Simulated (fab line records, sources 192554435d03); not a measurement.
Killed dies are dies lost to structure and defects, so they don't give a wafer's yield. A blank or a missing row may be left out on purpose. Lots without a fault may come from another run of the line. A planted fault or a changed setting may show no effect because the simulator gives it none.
Split-lot experiment | flow n5_finfet | 7 lots, 21 wafers read, on a route of 1938 steps

THE SPLIT
At N5_DUMMY_GATE_COAT_28 (time 60 s, resist thk 10 nm), the setting spin_rpm was moved away from the recipe's 1500 rpm on 9 of the 21 wafers read, by -10.5% to +7.3%. The other wafers ran this setting at the recipe's value.

The reading is taken at the split's own step.

THE READING
underlayer_of_DUMMY_GATE_COAT_28.thk_nm (the simulator's own value, which no gauge read), in nm, at N5_DUMMY_GATE_COAT_28 (time 60 s, resist thk 10 nm). The file gives no usual value for it.

wafer  | tool, chamber at the split | spin_rpm as run, rpm | against the recipe | underlayer_of_DUMMY_GATE_COAT_28.thk_nm, nm | against lot-mates on the recipe
L074.2 | litho_track-03, 0          | 1500                 | recipe             | 10                                          | -
L074.4 | litho_track-03, 0          | 1500                 | recipe             | 10                                          | -
L074.6 | litho_track-03, 0          | 1500                 | recipe             | 10                                          | -
L077.3 | litho_track-04, 0          | 1342                 | -10.5%             | 10.6                                        | +0.6
L077.4 | litho_track-04, 0          | 1342                 | -10.5%             | 10.6                                        | +0.6
L077.6 | litho_track-04, 0          | 1500                 | recipe             | 10                                          | -
L078.3 | litho_track-01, 0          | 1500                 | recipe             | 10                                          | -
L078.5 | litho_track-01, 0          | 1368                 | -8.8%              | 10.4                                        | +0.4
L078.6 | litho_track-01, 0          | 1368                 | -8.8%              | 10.4                                        | +0.4
L079.2 | litho_track-04, 0          | 1610                 | +7.3%              | 9.6                                         | -0.4
L079.5 | litho_track-04, 0          | 1610                 | +7.3%              | 9.6                                         | -0.4
L079.6 | litho_track-04, 0          | 1500                 | recipe             | 10                                          | -
L082.2 | litho_track-01, 0          | 1565                 | +4.3%              | 9.8                                         | -0.2
L082.4 | litho_track-01, 0          | 1565                 | +4.3%              | 9.8                                         | -0.2
L082.6 | litho_track-01, 0          | 1500                 | recipe             | 10                                          | -
L094.3 | litho_track-03, 0          | 1500                 | recipe             | 10                                          | -
L094.4 | litho_track-03, 0          | 1500                 | recipe             | 10                                          | -
L094.6 | litho_track-03, 0          | 1356                 | -9.6%              | 10.6                                        | +0.6
L096.1 | litho_track-04, 0          | 1500                 | recipe             | 10                                          | -
L096.2 | litho_track-04, 0          | 1500                 | recipe             | 10                                          | -
L096.6 | litho_track-04, 0          | 1500                 | recipe             | 10                                          | -

THE FIT
A straight line over all 21 wafers: underlayer_of_DUMMY_GATE_COAT_28.thk_nm changes by -0.0537 nm for each +1% of spin_rpm; r = -0.99; the points scatter about the line by 0.034 nm.
The same after taking each lot's own level away (the mean of its wafers on the recipe; 21 wafers): -0.0537 nm for each +1%; r = -0.99; scatter 0.034 nm.
On that fit, the largest move of spin_rpm shifts the reading by 0.57 nm.
The lots' own levels span 10.00 to 10.00 nm.
So the lot-to-lot level changes the slope little: the two slopes agree.
Check: with one of the wafers moved furthest among these (-10.5%) left out of the fit, the line predicts +0.561 nm for it against its lot-mates. It came out at +0.6 nm against them.

OTHER SPLITS ON THESE WAFERS
These wafers also went through other splits before the reading. Each is held against what the fit with the lots' levels taken away leaves over:
other split on the same wafers            | wafers away from the commonest value | r with underlayer_of_DUMMY_GATE_COAT_28.thk_nm (lot level and that fit taken away)
N5_WELL_APT_EXPOSE_22 dose_mj             | 5                                    | +0.08
N5_WELL_APT_DEVELOP_24 develop_time_s     | 9                                    | -0.12
N5_PMOS_HMC_CHANNEL_EPI_HM_DEP_34 time_s  | 6                                    | -0.12
N5_PMOS_HMC_CHANNEL_EPI_EXPOSE_06 dose_mj | 7                                    | +0.04
N5_DUMMY_GATE_HM_DEP_06 time_s            | 12                                   | +0.34

THE FILE'S OWN FIT
underlayer_of_DUMMY_GATE_COAT_28.thk_nm changes by -0.0549 nm for each +1% of spin_rpm, r = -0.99.
